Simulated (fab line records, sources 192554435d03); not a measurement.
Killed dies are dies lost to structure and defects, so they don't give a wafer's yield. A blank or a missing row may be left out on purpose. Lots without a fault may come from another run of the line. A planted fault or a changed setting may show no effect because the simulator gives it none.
fab line records | flow n5_finfet
record lots=6 wafers=18 last_day=18
route steps=1938 shown SD_EPI_P@298 PASSIVATION@1936
lots that met no fault: from a run of the same line without faults
start_h: hours from the record's first day to the start of the lot's first wafer shown | wait_h: hours since the lot's step before | " the same as in the row above | L1.1+2: a row that stands for several wafers | - no value, or no start given | * or withheld: withheld | < > ~ a bound
route shown NAME@n: a module of which the file shows steps, and the number in the route of the first | usual: mean/standard deviation of fault-free wafers | same: alike in all rows | chamber/n: place in a boat | sites: the reading at each site | _std_site: their standard deviation | _edge_site: outer sites' mean less inner sites' | radius_mm: how far each site lies from the wafer's centre | mask NAME#n: copy n | behind: the tool/chamber that last shaped the wafer | hold: why the lot was held/for how many hours/how that ended | device: the transistor (n, p or np) that didn't switch | end of line: the same wafers' tests at the end of the route | a step without rows: its recipe alone | killed: dies lost to structure and defects at the first sort, not the wafer's yield | map: a wafer's dies, x killed, . not, _ none there
set.NAME: the setting as run; set.NAME@STEP: as run at that earlier step | model.NAME: the simulator's own value behind a step, which no gauge read
lots at some steps of the route; a table a step, a row a wafer
services: from which hour (start_h, from the record's first day; less than 0 if before it) a tool's chamber was out of use, for how many hours, and why
## steps
# step N5_SD_EPI_P_EBR_05
# recipe solvent=PGMEA ebr_width_mm=1.5
# step N5_SD_EPI_P_SOFTBAKE_04
# recipe temp_c=110 time_s=60 resist=CAR-ArF-block
# step N5_SD_EPI_P_EXPOSE_06
# recipe mask_id=SD_P_BLK na=1.35 source_shape=conventional sigma_outer=0.8 polarization=unpolarized target_cd_nm=240 dose_mj=39.5
# step N5_SD_EPI_P_PEB_07
# recipe peb_temp_c=110 peb_time_s=60 resist=CAR-ArF-block
# step N5_SD_EPI_P_DEVELOP_08
# recipe develop_time_s=30 developer=TMAH resist=CAR-ArF-block dev_temp_c=23 rinse_liquid=diw dry=air_spin
# step N5_SD_EPI_P_CD_MEAS_09
# recipe target_cd_nm=240 landing_energy_ev=500 detector=se_inlens
# usual cd_nm=239.8/0.93
# columns lot.wafer tool chamber start_h wait_h cd_nm
L768.3 cd_sem-03 0 91.65 - 239.4
L768.4 " 0 " " 240.8
L768.6 " 0 " " 240.8
L769.1 cd_sem-03 0 95.57 - 238.7
L769.5 " 0 " " 239.6
L769.6 " 0 " " 239.7
L780.2 cd_sem-01 0 162.32 - 240.3
L780.5 " 0 " " 240.2
L780.6 " 0 " " 240.5
L781.1 cd_sem-03 0 172.18 - 240.3
L781.3 " 0 " " 240.2
L781.5 " 0 " " 239.6
L783.2 cd_sem-01 0 179.26 - 239.0
L783.3 " 0 " " 239.6
L783.5 " 0 " " 238.9
L785.1 cd_sem-01 0 197.82 - 238.2
L785.3 " 0 " " 239.8
L785.4 " 0 " " 240.2
# step N5_SD_EPI_P_OVL_MEAS_10
# recipe points_per_wafer=44
# usual SD_P_BLK_OVL=-0.5/0.78
# same points_per_wafer=44
# columns lot.wafer tool chamber start_h wait_h SD_P_BLK_OVL[nm]
L768.3 overlay-01 0 91.67 0.0 -0.5
L768.4 " 0 " " -1.7
L768.6 " 0 " " -1.1
L769.1 overlay-01 0 95.60 0.0 0.9
L769.5 " 0 " " -1.0
L769.6 " 0 " " -1.2
L780.2 overlay-02 0 162.35 0.0 -0.3
L780.5 " 0 " " -1.1
L780.6 " 0 " " 0.3
L781.1 overlay-02 0 172.22 0.0 0.4
L781.3 " 0 " " 0.0
L781.5 " 0 " " 0.0
L783.2 overlay-02 0 179.29 0.0 0.4
L783.3 " 0 " " 0.0
L783.5 " 0 " " -0.2
L785.1 overlay-01 0 197.85 0.0 0.7
L785.3 " 0 " " 0.5
L785.4 " 0 " " -0.5
# step N5_SD_EPI_P_INSPECT_11
# recipe mode=adi inspect_instrument=macro
# usual raw_defect_count=1.9/1.4
# columns lot.wafer tool chamber start_h wait_h raw_defect_count
L768.3 defect_inspect-01 - 91.70 0.0 2
L768.4 " - " " 1
L768.6 " - " " 1
L769.1 defect_inspect-01 - 95.62 0.0 4
L769.5 " - " " 4
L769.6 " - " " 0
L780.2 defect_inspect-01 - 162.38 0.0 3
L780.5 " - " " 1
L780.6 " - " " 1
L781.1 defect_inspect-01 - 172.24 0.0 3
L781.3 " - " " 4
L781.5 " - " " 1
L783.2 defect_inspect-01 - 179.31 0.0 0
L783.3 " - " " 1
L783.5 " - " " 3
L785.1 defect_inspect-02 - 197.88 0.0 5
L785.3 " - " " 2
L785.4 " - " " 0
# step N5_SD_EPI_P_DESCUM_14
# recipe chemistry=O2 time_s=7.9 source_power_w=50 bias_power_w=20 pressure_mtorr=20 rf_frequency_hz=2.712e+07 temp_c=40 resist=CAR-ArF-block o2_flow_sccm=225
# usual drypump_motor_current_A=5.9/0.32 oes_product_au=0.76/0.071 rf_fwd_power_W=49.42/0.23 rf_vpp_V=242.7/1.5 showerhead_plenum_p_Torr=2.06/0.085 throttle_valve_pct=20.36/0.22
# columns lot.wafer tool chamber start_h wait_h drypump_motor_current_A oes_product_au rf_fwd_power_W rf_hours_counter_h rf_vpp_V showerhead_plenum_p_Torr throttle_valve_pct
L768.3 rie_diel-04 1 91.73 0.0 6.2 0.76 49.63 138 244.4 2.20 20.30
L768.4 " 0 " " 5.4 0.79 49.38 - 243.2 1.98 19.96
L768.6 " 1 " " 6.2 0.77 49.51 - 245.3 2.20 20.31
L769.1 rie_diel-06 0 96.04 0.4 5.5 0.70 49.91 205 240.9 1.98 20.46
L769.5 " 0 " " 5.5 0.70 49.79 - 241.6 1.98 20.47
L769.6 " 3 " " 6.0 0.80 49.49 - 242.5 2.04 20.51
L780.2 rie_diel-04 3 162.41 0.0 5.6 0.78 49.14 108 240.9 1.95 20.23
L780.5 " 3 " " 5.6 0.79 49.20 - 240.3 1.95 20.23
L780.6 " 2 " " 6.1 0.69 49.32 - 243.9 2.14 20.65
L781.1 rie_diel-04 2 172.27 0.0 6.1 0.69 49.30 245 244.1 2.13 20.67
L781.3 " 3 " " 5.6 0.78 48.92 111 239.3 1.95 20.24
L781.5 " 0 " " 5.4 0.75 49.23 - 243.3 1.98 20.00
L783.2 rie_diel-03 1 179.35 0.0 5.6 0.74 49.04 189 240.5 2.00 20.75
L783.3 " 3 " " 5.5 0.70 49.45 235 241.2 1.97 20.22
L783.5 " 1 " " 5.6 0.73 49.29 - 241.8 2.00 20.77
L785.1 rie_diel-06 3 197.91 0.0 6.0 0.76 49.57 130 242.9 2.03 20.56
L785.3 " 1 " " 6.2 0.90 49.40 31 243.6 2.05 20.50
L785.4 " 0 " " 5.4 0.68 49.83 235 241.1 1.97 20.50
# step N5_SD_EPI_P_ETCH_36
# recipe chemistry=CF4 target=SiARC target_depth_a=455 mask_material=CAR-ArF-block time_s=75.8 ion_energy_ev=80 pressure_mtorr=40 source_w=545 bias_w=36 Ar_flow_sccm=100 cf4_flow_sccm=100 ends=cleared
# usual cf4_flow_sccm=99.99/0.28 drypump_motor_current_A=5.9/0.32 etch_rf_on_time_s=76.8/2.9 oes_product_au=0.65/0.063 rf_fwd_power_W=539.7/2.3 rf_vpp_V=183.8/1.3 showerhead_plenum_p_Torr=2.12/0.082 throttle_valve_pct=15.59/0.2
# columns lot.wafer tool chamber start_h wait_h cf4_flow_sccm drypump_motor_current_A etch_rf_on_time_s oes_product_au rf_fwd_power_W rf_hours_counter_h rf_vpp_V showerhead_plenum_p_Torr throttle_valve_pct
L768.3 rie_diel-04 1 91.77 0.0 100.13 6.2 81.6 0.63 540.7 138 186.1 2.23 15.43
L768.4 " 0 " " 99.81 5.4 74.4 0.67 539.9 - 184.2 2.06 15.39
L768.6 " 1 " " 100.66 6.2 81.4 0.63 542.9 - 184.5 2.23 15.43
L769.1 rie_diel-06 0 96.08 0.0 99.83 5.5 75.7 0.61 541.9 205 182.6 2.05 15.75
L769.5 " 0 " " 99.74 5.5 76.4 0.61 543.1 - 183.1 2.05 15.74
L769.6 " 3 " " 99.70 6.0 73.6 0.69 541.9 - 183.4 2.09 15.67
L780.2 rie_diel-04 3 162.45 0.0 99.95 5.6 75.7 0.67 534.3 108 183.0 2.00 15.32
L780.5 " 3 " " 100.38 5.6 76.0 0.68 535.0 - 182.1 2.00 15.32
L780.6 " 2 " " 100.04 6.1 78.0 0.58 537.1 - 183.5 2.20 15.93
L781.1 rie_diel-04 2 172.31 0.0 99.66 6.0 78.3 0.58 539.5 245 185.0 2.20 15.95
L781.3 " 3 " " 99.78 5.7 75.5 0.68 535.3 111 182.7 2.00 15.34
L781.5 " 0 " " 100.55 5.4 76.3 0.64 541.6 - 182.2 2.05 15.46
L783.2 rie_diel-03 1 179.38 0.0 100.33 5.6 72.3 0.65 536.3 189 183.5 2.05 15.89
L783.3 " 3 " " 100.15 5.5 75.8 0.59 538.7 235 182.2 2.03 15.55
L783.5 " 1 " " 99.72 5.6 71.8 0.65 536.9 - 183.8 2.05 15.91
L785.1 rie_diel-06 3 197.95 0.0 100.00 6.0 75.1 0.66 542.1 130 183.8 2.08 15.71
L785.3 " 1 " " 99.78 6.2 74.6 0.76 540.0 32 184.0 2.10 15.62
L785.4 " 0 " " 99.91 5.5 75.8 0.59 543.3 235 182.9 2.04 15.81
# step N5_SD_EPI_P_ETCH_37
# recipe chemistry=N2/H2 target=SOC overetch_a=1080 mask_material=SiARC temp_c=40 ion_energy_ev=100 source_w=3000 bias_w=133 pressure_mtorr=20 time_s=486 n2_flow_sccm=200 h2_flow_sccm=200 ends=end_point
# usual drypump_motor_current_A=5.9/0.32 oes_product_au=0.68/0.058 rf_fwd_power_W=2996/8.3 rf_vpp_V=240.3/1.5 showerhead_plenum_p_Torr=2.49/0.1 throttle_valve_pct=23.64/0.28
# columns lot.wafer tool chamber start_h wait_h drypump_motor_current_A oes_product_au rf_fwd_power_W rf_hours_counter_h rf_vpp_V showerhead_plenum_p_Torr throttle_valve_pct
L768.3 rie_diel-04 1 91.82 0.0 6.2 0.70 2995 138 242.8 2.62 23.36
L768.4 " 0 " " 5.5 0.69 2984 - 239.3 2.42 23.33
L768.6 " 1 " " 6.2 0.69 2996 - 241.6 2.62 23.38
L769.1 rie_diel-06 0 96.13 0.0 5.4 0.64 2997 205 239.7 2.40 23.87
L769.5 " 0 " " 5.4 0.63 3005 - 240.9 2.40 23.85
L769.6 " 3 " " 6.0 0.71 2989 - 238.9 2.44 23.59
L780.2 rie_diel-04 3 162.50 0.0 5.6 0.71 2986 109 239.2 2.34 23.40
L780.5 " 3 " " 5.6 0.71 2977 - 239.6 2.34 23.36
L780.6 " 2 " " 6.1 0.62 2996 - 241.5 2.60 23.95
L781.1 rie_diel-04 2 172.36 0.0 6.1 0.62 3010 245 242.0 2.60 23.93
L781.3 " 3 " " 5.6 0.71 3000 111 239.1 2.34 23.38
L781.5 " 0 " " 5.4 0.67 2978 - 239.1 2.41 23.37
L783.2 rie_diel-03 1 179.44 0.0 5.6 0.66 2996 189 240.8 2.41 24.14
L783.3 " 3 " " 5.5 0.62 3005 235 238.7 2.40 23.62
L783.5 " 1 " " 5.5 0.66 2991 - 240.0 2.41 24.14
L785.1 rie_diel-06 3 198.00 0.0 6.0 0.68 2981 130 240.3 2.43 23.63
L785.3 " 1 " " 6.2 0.79 2978 32 239.7 2.49 23.95
L785.4 " 0 " " 5.5 0.62 3000 235 238.9 2.38 23.90
# step N5_SD_EPI_P_STRIP_38
# recipe chemistry=N2/H2 temp_c=40 n2_flow_sccm=200 h2_flow_sccm=200 rf_frequency_hz=6e+07
# step N5_SD_EPI_P_ETCHBACK_46
# recipe chemistry=CH3F/O2 mode=anisotropic_etchback target=SiNx target_depth_a=175 stop_on=SiO2 over_etch_frac=0.3 ion_energy_ev=120 pressure_mtorr=30 source_w=395 bias_w=73 Ar_flow_sccm=150 CH3F_flow_sccm=30 O2_flow_sccm=20
# usual drypump_motor_current_A=5.9/0.31 oes_product_au=0.65/0.056 rf_fwd_power_W=393.1/1.3 rf_vpp_V=297/8.5 showerhead_plenum_p_Torr=1.98/0.082 throttle_valve_pct=16.36/0.23
# columns lot.wafer tool chamber start_h wait_h drypump_motor_current_A oes_product_au rf_fwd_power_W rf_hours_counter_h rf_vpp_V showerhead_plenum_p_Torr throttle_valve_pct model.SiARC_of_SD_EPI_P_COAT_35.thk_nm
L768.3 rie_diel-04 1 92.15 0.0 6.1 0.66 391.8 138 296 2.09 16.20 16.4
L768.4 " 0 " " 5.4 0.67 390.9 - 296 1.92 16.09 15
L768.6 " 1 " " 6.2 0.66 393.0 - 298 2.09 16.19 16.6
L769.1 rie_diel-06 0 96.46 0.0 5.5 0.61 395.4 205 294 1.91 16.49 15.4
L769.5 " 0 " " 5.5 0.61 394.6 - 291 1.91 16.49 15.4
L769.6 " 3 " " 6.0 0.68 394.1 - 284 1.96 16.46 14.8
L780.2 rie_diel-04 3 162.83 0.0 5.6 0.68 392.3 109 292 1.86 16.12 15
L780.5 " 3 " " 5.6 0.58 391.5 - 292 1.86 16.08 13.6
L780.6 " 2 " " 6.0 0.51 393.5 - 315 2.08 16.82 13.6
L781.1 rie_diel-04 2 172.69 0.0 6.0 0.59 393.4 245 314 2.08 16.83 15
L781.3 " 3 " " 5.6 0.68 392.0 111 293 1.86 16.10 15.2
L781.5 " 0 " " 5.4 0.55 391.0 - 295 1.91 16.11 13.8
L783.2 rie_diel-03 1 179.76 0.0 5.6 0.62 394.6 190 291 1.90 16.61 14.6
L783.3 " 3 " " 5.5 0.59 392.9 236 289 1.91 16.35 15.6
L783.5 " 1 " " 5.6 0.63 394.3 - 293 1.90 16.61 14.6
L785.1 rie_diel-06 3 198.33 0.0 6.0 0.66 392.3 130 282 1.95 16.51 15.4
L785.3 " 1 " " 6.2 0.76 393.5 32 292 1.97 16.42 14.8
L785.4 " 0 " " 5.5 0.59 391.8 235 292 1.90 16.55 15
# step N5_SD_EPI_P_ETCH_47
# recipe chemistry=CH3F/O2 target=SiOCN target_depth_a=250 mask_material=SOC ion_energy_ev=60 bias_w=29 pressure_mtorr=30 source_w=410 Ar_flow_sccm=150 CH3F_flow_sccm=30 O2_flow_sccm=20
# usual drypump_motor_current_A=5.9/0.32 oes_product_au=0.76/0.07 rf_fwd_power_W=408.1/1.3 rf_vpp_V=127/3.6 showerhead_plenum_p_Torr=1.98/0.082 throttle_valve_pct=16.33/0.23
# columns lot.wafer tool chamber start_h wait_h drypump_motor_current_A oes_product_au rf_fwd_power_W rf_hours_counter_h rf_vpp_V showerhead_plenum_p_Torr throttle_valve_pct
L768.3 rie_diel-04 1 92.25 0.1 6.2 0.75 408.5 138 127 2.09 16.15
L768.4 " 0 " " 5.4 0.78 406.1 - 127 1.92 16.06
L768.6 " 1 " " 6.2 0.75 406.6 - 127 2.09 16.16
L769.1 rie_diel-06 0 96.56 0.1 5.5 0.71 408.1 205 124 1.91 16.48
L769.5 " 0 " " 5.5 0.71 409.7 - 126 1.91 16.46
L769.6 " 3 " " 6.0 0.80 408.6 - 123 1.96 16.45
L780.2 rie_diel-04 3 162.93 0.1 5.6 0.79 406.4 109 125 1.86 16.07
L780.5 " 3 " " 5.7 0.79 405.7 - 126 1.86 16.09
L780.6 " 2 " " 6.1 0.70 407.6 - 135 2.08 16.80
L781.1 rie_diel-04 2 172.79 0.1 6.0 0.70 408.0 245 136 2.08 16.80
L781.3 " 3 " " 5.6 0.79 407.4 111 124 1.86 16.07
L781.5 " 0 " " 5.4 0.76 408.2 - 125 1.91 16.10
L783.2 rie_diel-03 1 179.86 0.1 5.6 0.74 406.2 190 126 1.90 16.59
L783.3 " 3 " " 5.5 0.70 409.0 236 125 1.91 16.33
L783.5 " 1 " " 5.5 0.74 406.4 - 126 1.91 16.58
L785.1 rie_diel-06 3 198.43 0.1 6.0 0.76 407.7 130 122 1.95 16.50
L785.3 " 1 " " 6.2 0.89 408.5 32 126 1.97 16.39
L785.4 " 0 " " 5.4 0.69 409.5 235 126 1.90 16.52
# step N5_SD_EPI_P_ETCH_16
# recipe chemistry=CHF3/O2 target=SiO2 target_depth_a=50 mask_material=SOC pressure_mtorr=30 source_w=650 bias_w=170 Ar_flow_sccm=200 CHF3_flow_sccm=50 O2_flow_sccm=5 ion_energy_ev=200
# usual drypump_motor_current_A=5.9/0.32 oes_product_au=0.76/0.069 rf_fwd_power_W=643.0/2.8 rf_vpp_V=523/16 showerhead_plenum_p_Torr=2.39/0.097 throttle_valve_pct=18.92/0.23
# columns lot.wafer tool chamber start_h wait_h drypump_motor_current_A oes_product_au rf_fwd_power_W rf_hours_counter_h rf_vpp_V showerhead_plenum_p_Torr throttle_valve_pct model.SiARC_of_SD_EPI_P_COAT_35.thk_nm
L768.3 rie_diel-04 1 92.35 0.1 6.2 0.74 644.0 138 524 2.52 18.77 13
L768.4 " 0 " " 5.4 0.78 639.0 - 520 2.32 18.67 11.4
L768.6 " 1 " " 6.2 0.76 645.9 - 525 2.52 18.76 13.2
L769.1 rie_diel-06 0 96.66 0.1 5.4 0.71 644.7 205 514 2.30 19.01 11.8
L769.5 " 0 " " 5.5 0.70 647.1 - 515 2.30 19.00 11.8
L769.6 " 3 " " 5.9 0.80 645.0 - 498 2.36 19.03 11.2
L780.2 rie_diel-04 3 163.03 0.1 5.6 0.79 638.7 109 516 2.25 18.68 11.4
L780.5 " 3 " " 5.7 0.79 637.4 - 516 2.25 18.68 10
L780.6 " 2 " " 6.0 0.69 641.6 - 555 2.51 19.40 9.8
L781.1 rie_diel-04 2 172.89 0.1 6.1 0.69 644.0 245 554 2.51 19.41 11.6
L781.3 " 3 " " 5.6 0.78 638.5 112 514 2.25 18.67 11.6
L781.5 " 0 " " 5.4 0.75 641.4 - 519 2.31 18.70 10.2
L783.2 rie_diel-03 1 179.96 0.1 5.6 0.74 640.9 190 513 2.29 19.13 11
L783.3 " 3 " " 5.5 0.69 645.9 236 510 2.31 18.91 12
L783.5 " 1 " " 5.6 0.74 640.5 - 512 2.29 19.11 11
L785.1 rie_diel-06 3 198.53 0.1 6.0 0.76 641.1 130 498 2.35 19.07 11.8
L785.3 " 1 " " 6.2 0.89 646.1 32 518 2.37 19.05 11.2
L785.4 " 0 " " 5.4 0.69 644.2 235 516 2.29 19.06 11.6
# step N5_SD_EPI_P_STRIP_50
# recipe chemistry=CHF3/O2 resist=SiARC rf_frequency_hz=6e+07
# step N5_PASSIVATION_PROBE_49
# usual killed_at_M0_to_M3=34/10 killed_at_M4_up=13/5.4 killed_at_contacts=13/6 killed_at_front_end=42/13 killed_at_other=4/3.2 killed_dies=107/18 killed_open=69/14 killed_short=35/7.7
# same gross_dies=1180 killed_at_back_side=0
# columns lot.wafer tool chamber start_h wait_h killed_at_M0_to_M3 killed_at_M4_up killed_at_contacts killed_at_front_end killed_at_other killed_dies killed_open killed_short
L769.1 prober-02 - 315.58 0.0 36 13 15 40 0 104 71 29
L769.5 prober-02 - 315.78 0.2 29 7 15 55 3 109 77 30
L769.6 prober-02 - 315.83 0.3 28 4 13 64 1 110 76 29
L783.2 prober-02 - 400.82 0.1 32 21 12 23 2 90 69 18
L783.3 prober-02 - 400.87 0.1 26 18 13 50 2 109 73 35
L783.5 prober-02 - 400.97 0.2 22 15 14 32 4 87 57 29
L780.2 prober-02 - 407.83 0.1 22 16 22 47 0 107 60 30
L780.5 prober-02 - 407.98 0.2 39 7 5 25 4 80 47 32
L780.6 prober-02 - 408.03 0.3 27 16 11 40 0 94 61 22
L781.1 prober-02 - 420.80 0.0 20 21 13 58 3 115 74 40
L781.3 prober-02 - 420.90 0.1 30 11 8 58 9 116 63 44
L781.5 prober-02 - 421.00 0.2 28 6 11 33 1 79 47 31
# killed by level:class
L769.1 STI_FIN_REVEAL:geometric_particle:open=16 MOL_CONTACT_COAG:geometric_particle:open=12 BEOL_M0_SAQP:geometric_particle:open=12 BEOL_M1:geometric_particle:open=7 FIN_SAQP:geometric_particle:short=5 BEOL_M4:geometric_particle:open=5 BEOL_M0_SAQP:geometric_particle:short=5 DUMMY_GATE:geometric_particle:open=4
L769.5 FIN_SAQP:geometric_particle:open=15 STI_FIN_REVEAL:geometric_particle:open=12 MOL_CONTACT_COAG:geometric_particle:open=11 FIN_SAQP:geometric_particle:short=9 BEOL_M2:geometric_particle:open=8 DUMMY_GATE:geometric_particle:open=6 BEOL_M1:geometric_particle:open=6 MOL_CONTACT_COAG:geometric_particle:short=4
L769.6 STI_FIN_REVEAL:geometric_particle:open=16 FIN_SAQP:geometric_particle:open=14 DUMMY_GATE:geometric_particle:open=8 FIN_SAQP:geometric_particle:short=7 MOL_CONTACT_COAG:geometric_particle:open=7 BEOL_M3:geometric_particle:open=7 MOL_CONTACT_COAG:geometric_particle:short=6 BEOL_M1:geometric_particle:open=6
L783.2 MOL_CONTACT_COAG:geometric_particle:open=11 BEOL_M2:geometric_particle:open=9 BEOL_M4:geometric_particle:open=8 STI_FIN_REVEAL:geometric_particle:open=7 BEOL_M1:geometric_particle:open=6 FIN_SAQP:geometric_particle:open=4 BEOL_M3:geometric_particle:open=4 BEOL_M0_SAQP:geometric_particle:open=4
L783.3 STI_FIN_REVEAL:geometric_particle:open=15 BEOL_M4:geometric_particle:open=12 MOL_CONTACT_COAG:geometric_particle:open=8 BEOL_M2:geometric_particle:open=8 FIN_SAQP:geometric_particle:open=5 STI_FIN_REVEAL:geometric_particle:short=5 MOL_CONTACT_COAG:geometric_particle:short=5 BEOL_M3:geometric_particle:open=5
L783.5 MOL_CONTACT_COAG:geometric_particle:open=11 STI_FIN_REVEAL:geometric_particle:open=10 BEOL_M4:geometric_particle:open=7 FIN_SAQP:geometric_particle:open=5 GATE_CUT:geometric_particle:open=5 BEOL_M0_SAQP:geometric_particle:short=5 BEOL_M1:geometric_particle:open=5 BEOL_M0_SAQP:geometric_particle:open=4
L780.2 MOL_CONTACT_COAG:geometric_particle:open=14 HKMG_FIN:area_etch=12 STI_FIN_REVEAL:geometric_particle:open=9 MOL_CONTACT_COAG:geometric_particle:short=8 DUMMY_GATE:geometric_particle:open=7 FIN_SAQP:geometric_particle:short=6 BEOL_M1:geometric_particle:open=6 BEOL_M3:geometric_particle:open=5
L780.5 BEOL_M0_SAQP:geometric_particle:short=12 BEOL_M1:geometric_particle:open=10 BEOL_M0_SAQP:geometric_particle:open=8 DUMMY_GATE:geometric_particle:open=5 BEOL_M2:geometric_particle:open=5 FIN_SAQP:geometric_particle:open=4 FIN_SAQP:geometric_particle:short=4 MOL_CONTACT_COAG:geometric_particle:open=4
L780.6 BEOL_M3:geometric_particle:open=14 FIN_CUT:area_etch=11 MOL_CONTACT_COAG:geometric_particle:open=9 FIN_SAQP:geometric_particle:open=7 STI_FIN_REVEAL:geometric_particle:open=7 BEOL_M4:geometric_particle:open=7 BEOL_M1:geometric_particle:open=7 GATE_CUT:geometric_particle:short=5
L781.1 STI_FIN_REVEAL:geometric_particle:open=18 FIN_SAQP:geometric_particle:open=13 MOL_CONTACT_COAG:geometric_particle:open=11 FIN_SAQP:geometric_particle:short=8 STARTING-WAFER:geometric_particle:short=8 BEOL_M0_SAQP:geometric_particle:short=8 BEOL_M4:geometric_particle:open=7 BEOL_M5:geometric_particle:open=7
L781.3 FIN_SAQP:geometric_particle:short=15 BEOL_M3:geometric_particle:open=12 FIN_SAQP:geometric_particle:open=10 STI_FIN_REVEAL:geometric_particle:open=9 MOL_CONTACT_COAG:geometric_particle:open=7 FIN_CUT:area_etch=7 PAD_METAL:geometric_particle:short=6 DUMMY_GATE:geometric_particle:open=5
L781.5 FIN_SAQP:geometric_particle:open=9 BEOL_M3:geometric_particle:open=9 FIN_SAQP:geometric_particle:short=8 MOL_CONTACT_COAG:geometric_particle:open=7 BEOL_M0_SAQP:geometric_particle:short=7 BEOL_M0_SAQP:geometric_particle:open=7 DUMMY_GATE:geometric_particle:open=4 MOL_CONTACT_COAG:geometric_particle:short=4
## services
# columns tool chamber start_h hours kind
rie_diel-06 1 72.52 - clean
rie_diel-06 1 72.52 - consumable_replace:focus_ring
rie_diel-06 1 72.52 16.0 scheduled_down
rie_diel-06 1 72.52 16.0 vent_cycle
rie_diel-04 2 90.08 1.8 repair
rie_diel-03 3 92.22 7.2 repair
rie_diel-04 - 136.74 2.8 pm
rie_diel-04 2 157.46 2.1 repair
rie_diel-03 2 175.53 - clean
rie_diel-03 2 175.53 - consumable_replace:focus_ring
rie_diel-03 2 175.53 31.8 scheduled_down
rie_diel-03 2 175.53 31.8 vent_cycle
rie_diel-06 2 178.37 10.6 repair
rie_diel-04 2 189.35 - clean
rie_diel-04 2 189.35 - consumable_replace:focus_ring
rie_diel-04 2 189.35 21.2 scheduled_down
rie_diel-04 2 189.35 21.2 vent_cycle
## key
first_sign none at tools or gauges
model_effect step=N5_SD_EPI_P_ETCHBACK_46 value=SiARC_of_SD_EPI_P_COAT_35.thk_nm without=15.2 struck=13.67
model_effect step=N5_SD_EPI_P_ETCH_16 value=SiARC_of_SD_EPI_P_COAT_35.thk_nm without=11.67 struck=10
met_at N5_SD_EPI_P_ETCHBACK_46
struck_wafers L780.5,L780.6,L781.5
tester_left_out L780,L781
baseline_loss step=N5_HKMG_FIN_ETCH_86 wafers=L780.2
baseline_loss step=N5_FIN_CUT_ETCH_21 wafers=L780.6
onset_between 92.15 162.83
fault kind=process_parameter_drift tool=rie_diel-04 chamber=- onset_h=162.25 steps=N5_SD_EPI_P_ETCHBACK_46 channel=target_depth_a offset=61.287 shape=step end_h=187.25 scope=struck_wafers_only acts_in=these_recipes_only stated=175
# tester_left_out: of these lots the tester's yield and bins aren't shown, on N5 and GAA mostly nor the transistor test; their killed dies are dies lost to structure and defects alone, not to doping, threshold or leakage, so they don't give the yield
# baseline_loss: these wafers lose ten dies or more at that step, a loss of the line's own and not of a fault; the sort's usual values leave them out
